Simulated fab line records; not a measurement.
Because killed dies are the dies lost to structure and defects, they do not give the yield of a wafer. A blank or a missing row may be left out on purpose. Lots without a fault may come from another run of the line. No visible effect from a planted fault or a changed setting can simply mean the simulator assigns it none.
fab line records + flow n5_finfet + part 2 of 2: steps 5 to 6 of 6
record:
- lots: 20
- wafers: 60
- last_day: 18
route steps=1938 shown HKMG_FIN@464 GATE_CUT@466 MOL_CONTACT_COAG@535
lots that met no fault: from a run of the same line without faults
start_h: the number of hours between the record's first day and the start of the first shown wafer of the lot + wait_h: hours from the lot's prior step to this one + " same as the row above + L1.1+2: one row covering several wafers at once + - no value, or no start given + * or withheld: withheld + < > ~ a bound
route shown NAME@n: NAME is a module with steps in the file, n the number in the route of the first one + usual: the fault-free wafers' mean and standard deviation + same: alike in all rows + chamber/n: place in a boat + sites: each site's reading + _std_site: the standard deviation of these + _edge_site: mean of outer sites minus mean of inner sites + radius_mm: for every site, how far away it sits from the centre of the wafer + mask NAME#n: copy n + behind: the most recent tool/chamber to have shaped the wafer + hold: reason for holding the lot/hours on hold/outcome of the hold + device: the n, p or np transistor that did not switch + end of line: at the end of the route, the tests of the same wafers + for a step that has no rows: nothing shown but its recipe + killed: count of dies lost to structure and defects at first sort (not the wafer's yield) + map: dies across one wafer; x = killed, . = not, _ = none there
set.NAME: setting as actually run; set.NAME@STEP: the setting as run at that earlier step + model.NAME: the simulator's own value behind a step, which no gauge read
a sample of lots followed through the steps of the route, with each step as a table and each wafer as a row
services: a tool's chamber out of use, with start hour (start_h, from the record's first day; less than 0 if before it), hours out, and reason
== steps ==
step: N5_MOL_CONTACT_COAG_CONTACT_ETCH_14
recipe:
- chemistry: C4F6/O2
- target: SiO2
- target_depth_a: 275
- overetch_a: 85
- mask_material: SOC
- pressure_mtorr: 30
- source_w: 370
- bias_w: 185
- Ar_flow_sccm: 300
- C4F6_flow_sccm: 16
- O2_flow_sccm: 10
- time_s: 20
- ion_energy_ev: 259.6
usual:
- drypump_motor_current_A: 5.5/0.44
- oes_f_703_au: 0.79/0.089
- oes_product_au: 0.68/0.075
- rf_vpp_V: 693/3.3
- showerhead_plenum_p_Torr: 2.87/0.098
- throttle_valve_pct: 21.25/0.27
| lot.wafer | tool        | chamber | start_h | wait_h | drypump_motor_current_A | oes_f_703_au | oes_product_au | rf_hours_counter_h | rf_vpp_V | showerhead_plenum_p_Torr | throttle_valve_pct |
|-----------|-------------|---------|---------|--------|-------------------------|--------------|----------------|--------------------|----------|--------------------------|--------------------|
| L074.2    | rie_diel-04 | 3       | 88.58   | 0.0    | 6.2                     | 0.70         | 0.61           | 230                | 691      | 2.83                     | 21.24              |
| L074.3    | "           | 2       | "       | "      | 5.1                     | 0.72         | 0.60           | 233                | 691      | 2.84                     | 21.29              |
| L074.4    | "           | 0       | "       | "      | 5.0                     | 0.70         | 0.61           | 223                | 691      | 2.83                     | 21.35              |
| L075.1    | rie_diel-03 | 1       | 96.28   | 0.0    | 5.3                     | 0.87         | 0.74           | 48                 | 691      | 2.81                     | 20.91              |
| L075.4    | "           | 3       | "       | "      | 5.2                     | 0.78         | 0.66           | 115                | 697      | 3.02                     | 21.28              |
| L075.6    | "           | 2       | "       | "      | 5.8                     | 0.71         | 0.62           | -                  | 692      | 2.85                     | 21.18              |
| L076.2    | rie_diel-04 | 2       | 98.04   | 0.0    | 5.1                     | 0.72         | 0.60           | 235                | 692      | 2.83                     | 21.33              |
| L076.3    | "           | 3       | "       | "      | 6.2                     | 0.69         | 0.60           | 233                | 693      | 2.83                     | 21.21              |
| L076.5    | "           | 2       | "       | "      | 5.1                     | 0.71         | 0.61           | -                  | 692      | 2.83                     | 21.34              |
| L077.2    | rie_diel-02 | 1       | 105.16  | 0.0    | 6.4                     | 0.70         | 0.60           | 229                | 692      | 2.83                     | 20.92              |
| L077.4    | "           | 2       | "       | "      | 5.1                     | 0.88         | 0.75           | 32                 | 691      | 2.81                     | 21.02              |
| L077.5    | "           | 3       | "       | "      | 5.3                     | 0.98         | 0.84           | -                  | 699      | 3.07                     | 21.05              |
| L078.2    | rie_diel-03 | 1       | 111.61  | 0.0    | 5.3                     | 0.87         | 0.73           | 52                 | 690      | 2.81                     | 20.90              |
| L078.5    | "           | 2       | "       | "      | 5.9                     | 0.71         | 0.62           | -                  | 692      | 2.85                     | 21.17              |
| L078.6    | "           | 1       | "       | "      | 5.3                     | 0.87         | 0.73           | -                  | 688      | 2.81                     | 20.92              |
| L079.2    | rie_diel-02 | 2       | 121.25  | 0.0    | 5.1                     | 0.88         | 0.74           | 38                 | 690      | 2.81                     | 21.03              |
| L079.4    | "           | 1       | "       | "      | 6.4                     | 0.70         | 0.60           | 235                | 691      | 2.83                     | 20.92              |
| L079.6    | "           | 3       | "       | "      | 5.3                     | 0.94         | 0.82           | -                  | 700      | 3.07                     | 21.07              |
| L080.4    | rie_diel-02 | 2       | 129.88  | 0.0    | 5.1                     | 0.87         | 0.73           | 41                 | 690      | 2.81                     | 21.07              |
| L080.5    | "           | 2       | "       | "      | 5.2                     | 0.87         | 0.74           | -                  | 690      | 2.81                     | 21.03              |
| L080.6    | "           | 3       | "       | "      | 5.3                     | 0.94         | 0.81           | -                  | 700      | 3.06                     | 21.09              |
| L081.3    | rie_diel-03 | 2       | 134.70  | 0.0    | 5.9                     | 0.70         | 0.61           | 203                | 691      | 2.84                     | 21.21              |
| L081.5    | "           | 3       | "       | "      | 5.2                     | 0.77         | 0.65           | -                  | 697      | 3.01                     | 21.31              |
| L081.6    | "           | 2       | "       | "      | 5.9                     | 0.70         | 0.61           | -                  | 692      | 2.84                     | 21.18              |
| L083.1    | rie_diel-02 | 0       | 141.49  | 0.0    | 5.1                     | 0.72         | 0.61           | 204                | 688      | 2.75                     | 21.77              |
| L083.3    | "           | 2       | "       | "      | 5.1                     | 0.87         | 0.73           | 45                 | 690      | 2.81                     | 21.06              |
| L083.4    | "           | 3       | "       | "      | 5.3                     | 0.92         | 0.81           | 14                 | 698      | 3.06                     | 21.09              |
| L085.2    | rie_diel-04 | 3       | 153.10  | 0.0    | 6.1                     | 0.69         | 0.59           | 254                | 691      | 2.82                     | 21.26              |
| L085.4    | "           | 0       | "       | "      | 5.0                     | 0.68         | 0.59           | -                  | 691      | 2.82                     | 21.39              |
| L085.6    | "           | 3       | "       | "      | 6.1                     | 0.69         | 0.59           | -                  | 690      | 2.82                     | 21.25              |
| L087.1    | rie_diel-02 | 2       | 166.95  | 0.0    | 5.1                     | 0.85         | 0.72           | 54                 | 690      | 2.80                     | 21.07              |
| L087.3    | "           | 0       | "       | "      | 5.1                     | 0.72         | 0.60           | 213                | 687      | 2.75                     | 21.78              |
| L087.6    | "           | 3       | "       | "      | 5.3                     | 0.90         | 0.78           | -                  | 697      | 3.06                     | 21.10              |
| L088.2    | rie_diel-03 | 2       | 172.30  | 0.0    | 5.8                     | 0.69         | 0.60           | 219                | 693      | 2.84                     | 21.23              |
| L088.3    | "           | 1       | "       | "      | 5.3                     | 0.84         | 0.71           | 71                 | 691      | 2.80                     | 20.93              |
| L088.6    | "           | 3       | "       | "      | 5.2                     | 0.75         | 0.64           | -                  | 696      | 3.00                     | 21.34              |
| L089.1    | rie_diel-03 | 3       | 179.19  | 0.0    | 5.2                     | 0.75         | 0.63           | 147                | 695      | 3.00                     | 21.33              |
| L089.2    | "           | 1       | "       | "      | 5.3                     | 0.84         | 0.71           | 73                 | 690      | 2.80                     | 20.92              |
| L089.3    | "           | 2       | "       | "      | 5.9                     | 0.70         | 0.61           | 222                | 691      | 2.84                     | 21.22              |
| L091.1    | rie_diel-03 | 2       | 188.53  | 0.0    | 5.9                     | 0.70         | 0.60           | 226                | 691      | 2.83                     | 21.23              |
| L091.2    | "           | 1       | "       | "      | 5.3                     | 0.83         | 0.70           | 78                 | 689      | 2.79                     | 20.95              |
| L091.6    | "           | 1       | "       | "      | 5.3                     | 0.83         | 0.70           | -                  | 690      | 2.79                     | 20.94              |
| L092.4    | rie_diel-03 | 2       | 193.58  | 0.0    | 5.8                     | 0.68         | 0.61           | 229                | 692      | 2.83                     | 21.24              |
| L092.5    | "           | 1       | "       | "      | 5.3                     | 0.82         | 0.70           | -                  | 691      | 2.79                     | 20.95              |
| L092.6    | "           | 0       | "       | "      | 6.1                     | 0.89         | 0.76           | -                  | 690      | 2.82                     | 21.47              |
| L093.1    | rie_diel-02 | 1       | 200.93  | 0.0    | 6.4                     | 0.93         | 0.81           | 6                  | 691      | 2.82                     | 20.60              |
| L093.5    | "           | 3       | "       | "      | 5.3                     | 0.87         | 0.76           | -                  | 698      | 3.05                     | 21.12              |
| L093.6    | "           | 2       | "       | "      | 5.1                     | 0.83         | 0.71           | -                  | 689      | 2.79                     | 21.07              |
| L094.3    | rie_diel-03 | 0       | 214.68  | 0.0    | 6.1                     | 0.87         | 0.74           | 38                 | 692      | 2.81                     | 21.51              |
| L094.4    | "           | 2       | "       | "      | 5.8                     | 0.69         | 0.59           | 238                | 691      | 2.83                     | 21.25              |
| L094.6    | "           | 1       | "       | "      | 5.3                     | 0.81         | 0.69           | -                  | 689      | 2.79                     | 20.96              |
| L095.2    | rie_diel-04 | 0       | 215.60  | 0.0    | 5.0                     | 0.93         | 0.81           | 3                  | 691      | 2.81                     | 21.05              |
| L095.3    | "           | 3       | "       | "      | 6.2                     | 0.89         | 0.76           | 15                 | 691      | 2.81                     | 20.86              |
| L095.6    | "           | 1       | "       | "      | 6.0                     | 0.71         | 0.61           | -                  | 696      | 2.97                     | 21.72              |
| L096.1    | rie_diel-03 | 0       | 222.34  | 0.0    | 6.1                     | 0.88         | 0.74           | 40                 | 690      | 2.81                     | 21.50              |
| L096.4    | "           | 3       | "       | "      | 5.1                     | 0.73         | 0.62           | 166                | 695      | 2.99                     | 21.35              |
| L096.6    | "           | 3       | "       | "      | 5.1                     | 0.73         | 0.63           | -                  | 697      | 2.99                     | 21.34              |
| L097.1    | rie_diel-02 | 3       | 228.98  | 0.0    | 5.3                     | 0.86         | 0.75           | 48                 | 698      | 3.05                     | 21.15              |
| L097.2    | "           | 1       | "       | "      | 6.4                     | 0.90         | 0.79           | 17                 | 691      | 2.81                     | 20.63              |
| L097.4    | "           | 0       | "       | "      | 5.1                     | 0.70         | 0.60           | 237                | 687      | 2.74                     | 21.82              |
step: N5_MOL_CONTACT_COAG_ETCH_110
recipe:
- chemistry: CF4/O2
- target: Si
- target_depth_a: 25
- time_s: 8
- pressure_mtorr: 100
- source_w: 200
- bias_w: 12
- ion_energy_ev: 60
- Ar_flow_sccm: 100
- cf4_flow_sccm: 100
- O2_flow_sccm: 10
usual:
- drypump_motor_current_A: 5.5/0.44
- oes_f_703_au: 0.79/0.087
- oes_product_au: 0.80/0.095
- rf_vpp_V: 129.5/2.7
- showerhead_plenum_p_Torr: 2.22/0.073
- throttle_valve_pct: 10.7/0.3
| lot.wafer | tool        | chamber | start_h | wait_h | drypump_motor_current_A | oes_f_703_au | oes_product_au | rf_hours_counter_h | rf_vpp_V | showerhead_plenum_p_Torr | throttle_valve_pct |
|-----------|-------------|---------|---------|--------|-------------------------|--------------|----------------|--------------------|----------|--------------------------|--------------------|
| L074.2    | rie_diel-04 | 3       | 88.68   | 0.0    | 6.2                     | 0.69         | 0.70           | 230                | 129.2    | 2.19                     | 10.9               |
| L074.3    | "           | 2       | "       | "      | 5.1                     | 0.72         | 0.72           | 233                | 127.3    | 2.19                     | 11.0               |
| L074.4    | "           | 0       | "       | "      | 5.0                     | 0.70         | 0.70           | 223                | 127.8    | 2.19                     | 11.0               |
| L075.1    | rie_diel-03 | 1       | 96.38   | 0.0    | 5.3                     | 0.86         | 0.86           | 48                 | 132.1    | 2.18                     | 10.4               |
| L075.4    | "           | 3       | "       | "      | 5.1                     | 0.78         | 0.76           | 115                | 126.4    | 2.33                     | 10.8               |
| L075.6    | "           | 2       | "       | "      | 5.9                     | 0.72         | 0.71           | -                  | 133.7    | 2.20                     | 10.8               |
| L076.2    | rie_diel-04 | 2       | 98.14   | 0.0    | 5.1                     | 0.71         | 0.71           | 235                | 128.0    | 2.19                     | 11.0               |
| L076.3    | "           | 3       | "       | "      | 6.2                     | 0.69         | 0.69           | 233                | 128.2    | 2.18                     | 10.9               |
| L076.5    | "           | 2       | "       | "      | 5.1                     | 0.72         | 0.71           | -                  | 128.0    | 2.19                     | 11.0               |
| L077.2    | rie_diel-02 | 1       | 105.26  | 0.0    | 6.4                     | 0.69         | 0.69           | 229                | 128.7    | 2.19                     | 10.7               |
| L077.4    | "           | 2       | "       | "      | 5.1                     | 0.88         | 0.89           | 32                 | 125.7    | 2.17                     | 10.4               |
| L077.5    | "           | 3       | "       | "      | 5.3                     | 0.98         | 1.01           | -                  | 131.5    | 2.36                     | 10.3               |
| L078.2    | rie_diel-03 | 1       | 111.71  | 0.0    | 5.3                     | 0.85         | 0.86           | 52                 | 129.6    | 2.17                     | 10.4               |
| L078.5    | "           | 2       | "       | "      | 5.9                     | 0.71         | 0.73           | -                  | 132.7    | 2.20                     | 10.9               |
| L078.6    | "           | 1       | "       | "      | 5.3                     | 0.85         | 0.87           | -                  | 130.6    | 2.17                     | 10.4               |
| L079.2    | rie_diel-02 | 2       | 121.35  | 0.0    | 5.1                     | 0.87         | 0.87           | 38                 | 125.9    | 2.17                     | 10.4               |
| L079.4    | "           | 1       | "       | "      | 6.4                     | 0.69         | 0.69           | 235                | 128.1    | 2.19                     | 10.8               |
| L079.6    | "           | 3       | "       | "      | 5.3                     | 0.95         | 0.98           | -                  | 128.6    | 2.35                     | 10.3               |
| L080.4    | rie_diel-02 | 2       | 129.98  | 0.0    | 5.1                     | 0.87         | 0.88           | 41                 | 125.8    | 2.17                     | 10.4               |
| L080.5    | "           | 2       | "       | "      | 5.2                     | 0.87         | 0.87           | -                  | 125.9    | 2.17                     | 10.4               |
| L080.6    | "           | 3       | "       | "      | 5.3                     | 0.93         | 0.97           | -                  | 129.7    | 2.35                     | 10.3               |
| L081.3    | rie_diel-03 | 2       | 134.80  | 0.0    | 5.8                     | 0.70         | 0.72           | 203                | 133.6    | 2.19                     | 10.9               |
| L081.5    | "           | 3       | "       | "      | 5.1                     | 0.77         | 0.76           | -                  | 128.1    | 2.33                     | 10.8               |
| L081.6    | "           | 2       | "       | "      | 5.9                     | 0.70         | 0.72           | -                  | 135.0    | 2.19                     | 10.9               |
| L083.1    | rie_diel-02 | 0       | 141.59  | 0.0    | 5.1                     | 0.73         | 0.72           | 204                | 128.6    | 2.12                     | 11.2               |
| L083.3    | "           | 2       | "       | "      | 5.2                     | 0.87         | 0.86           | 45                 | 126.3    | 2.16                     | 10.5               |
| L083.4    | "           | 3       | "       | "      | 5.3                     | 0.93         | 0.96           | 14                 | 130.1    | 2.35                     | 10.3               |
| L085.2    | rie_diel-04 | 3       | 153.19  | 0.0    | 6.2                     | 0.68         | 0.69           | 254                | 127.7    | 2.18                     | 11.0               |
| L085.4    | "           | 0       | "       | "      | 4.9                     | 0.69         | 0.68           | -                  | 129.7    | 2.18                     | 11.1               |
| L085.6    | "           | 3       | "       | "      | 6.1                     | 0.68         | 0.68           | -                  | 127.9    | 2.18                     | 11.0               |
| L087.1    | rie_diel-02 | 2       | 167.04  | 0.0    | 5.1                     | 0.85         | 0.86           | 54                 | 125.7    | 2.16                     | 10.5               |
| L087.3    | "           | 0       | "       | "      | 5.1                     | 0.72         | 0.71           | 213                | 128.2    | 2.12                     | 11.3               |
| L087.6    | "           | 3       | "       | "      | 5.3                     | 0.90         | 0.94           | -                  | 129.8    | 2.35                     | 10.4               |
| L088.2    | rie_diel-03 | 2       | 172.39  | 0.0    | 5.8                     | 0.69         | 0.71           | 219                | 133.5    | 2.19                     | 10.9               |
| L088.3    | "           | 1       | "       | "      | 5.4                     | 0.83         | 0.83           | 71                 | 130.8    | 2.17                     | 10.5               |
| L088.6    | "           | 3       | "       | "      | 5.2                     | 0.76         | 0.75           | -                  | 124.4    | 2.32                     | 10.9               |
| L089.1    | rie_diel-03 | 3       | 179.29  | 0.0    | 5.1                     | 0.76         | 0.75           | 147                | 128.3    | 2.32                     | 10.9               |
| L089.2    | "           | 1       | "       | "      | 5.3                     | 0.82         | 0.83           | 73                 | 130.8    | 2.17                     | 10.5               |
| L089.3    | "           | 2       | "       | "      | 5.8                     | 0.69         | 0.70           | 222                | 132.6    | 2.19                     | 10.9               |
| L091.1    | rie_diel-03 | 2       | 188.63  | 0.0    | 5.9                     | 0.69         | 0.69           | 226                | 134.9    | 2.19                     | 10.9               |
| L091.2    | "           | 1       | "       | "      | 5.3                     | 0.82         | 0.82           | 78                 | 131.0    | 2.17                     | 10.5               |
| L091.6    | "           | 1       | "       | "      | 5.3                     | 0.82         | 0.82           | -                  | 130.8    | 2.17                     | 10.5               |
| L092.4    | rie_diel-03 | 2       | 193.67  | 0.0    | 5.9                     | 0.68         | 0.70           | 229                | 133.8    | 2.19                     | 11.0               |
| L092.5    | "           | 1       | "       | "      | 5.3                     | 0.81         | 0.82           | -                  | 132.9    | 2.17                     | 10.5               |
| L092.6    | "           | 0       | "       | "      | 6.1                     | 0.89         | 0.90           | -                  | 132.5    | 2.18                     | 10.7               |
| L093.1    | rie_diel-02 | 1       | 201.02  | 0.0    | 6.4                     | 0.93         | 0.97           | 6                  | 126.9    | 2.18                     | 10.1               |
| L093.5    | "           | 3       | "       | "      | 5.3                     | 0.87         | 0.90           | -                  | 129.7    | 2.34                     | 10.4               |
| L093.6    | "           | 2       | "       | "      | 5.1                     | 0.83         | 0.83           | -                  | 125.8    | 2.16                     | 10.5               |
| L094.3    | rie_diel-03 | 0       | 214.77  | 0.0    | 6.1                     | 0.87         | 0.88           | 38                 | 130.6    | 2.17                     | 10.8               |
| L094.4    | "           | 2       | "       | "      | 5.9                     | 0.68         | 0.69           | 238                | 133.7    | 2.18                     | 11.0               |
| L094.6    | "           | 1       | "       | "      | 5.3                     | 0.81         | 0.81           | -                  | 129.4    | 2.16                     | 10.5               |
| L095.2    | rie_diel-04 | 0       | 215.70  | 0.0    | 5.0                     | 0.94         | 0.96           | 3                  | 129.5    | 2.18                     | 10.4               |
| L095.3    | "           | 3       | "       | "      | 6.2                     | 0.88         | 0.89           | 15                 | 128.1    | 2.17                     | 10.3               |
| L095.6    | "           | 1       | "       | "      | 6.0                     | 0.71         | 0.72           | -                  | 130.6    | 2.29                     | 11.2               |
| L096.1    | rie_diel-03 | 1       | 222.44  | 0.0    | 5.3                     | 0.81         | 0.81           | 89                 | 131.5    | 2.16                     | 10.5               |
| L096.4    | "           | 2       | "       | "      | 5.9                     | 0.68         | 0.69           | -                  | 133.8    | 2.18                     | 11.0               |
| L096.6    | "           | 3       | "       | "      | 5.1                     | 0.74         | 0.74           | -                  | 126.5    | 2.32                     | 11.0               |
| L097.1    | rie_diel-02 | 3       | 229.08  | 0.0    | 5.3                     | 0.86         | 0.89           | 48                 | 130.6    | 2.34                     | 10.4               |
| L097.2    | "           | 1       | "       | "      | 6.4                     | 0.90         | 0.92           | 17                 | 128.0    | 2.18                     | 10.1               |
| L097.4    | "           | 0       | "       | "      | 5.1                     | 0.71         | 0.70           | 237                | 128.4    | 2.11                     | 11.3               |
== services ==
| tool         | chamber | start_h | hours | kind                          |
|--------------|---------|---------|-------|-------------------------------|
| rie_diel-03  | 0       | 63.04   | 1.6   | repair                        |
| rie_metal-01 | -       | 69.73   | 3.4   | repair                        |
| rie_diel-05  | 1       | 73.51   | 5.2   | repair                        |
| rie_metal-02 | -       | 79.49   | 14.6  | pm                            |
| rie_diel-02  | 3       | 87.23   | -     | clean                         |
| rie_diel-02  | 3       | 87.23   | -     | consumable_replace:focus_ring |
| rie_diel-02  | 3       | 87.23   | -     | consumable_replace:showerhead |
| rie_diel-02  | 3       | 87.23   | 14.4  | scheduled_down                |
| rie_diel-02  | 3       | 87.23   | 14.4  | vent_cycle                    |
| rie_metal-03 | -       | 92.99   | 14.6  | pm                            |
| rie_diel-03  | 1       | 129.58  | 13.2  | repair                        |
| rie_diel-06  | 1       | 130.63  | 9.8   | repair                        |
| rie_diel-06  | 2       | 149.71  | 12.8  | repair                        |
| rie_metal-02 | -       | 152.42  | 0.4   | repair                        |
| rie_diel-01  | 3       | 157.99  | 1.5   | repair                        |
| rie_diel-02  | 1       | 166.72  | -     | clean                         |
| rie_diel-02  | 1       | 166.72  | -     | consumable_replace:focus_ring |
| rie_diel-02  | 1       | 166.72  | 15.5  | scheduled_down                |
| rie_diel-06  | 1       | 177.25  | 22.2  | repair                        |
| rie_metal-03 | -       | 181.71  | 0.5   | repair                        |
| rie_diel-06  | 2       | 194.15  | 4.6   | repair                        |
| rie_diel-03  | 1       | 204.96  | 8.0   | repair                        |
| rie_metal-02 | -       | 210.46  | 2.8   | pm                            |
| rie_diel-03  | 0       | 222.41  | 3.9   | repair                        |
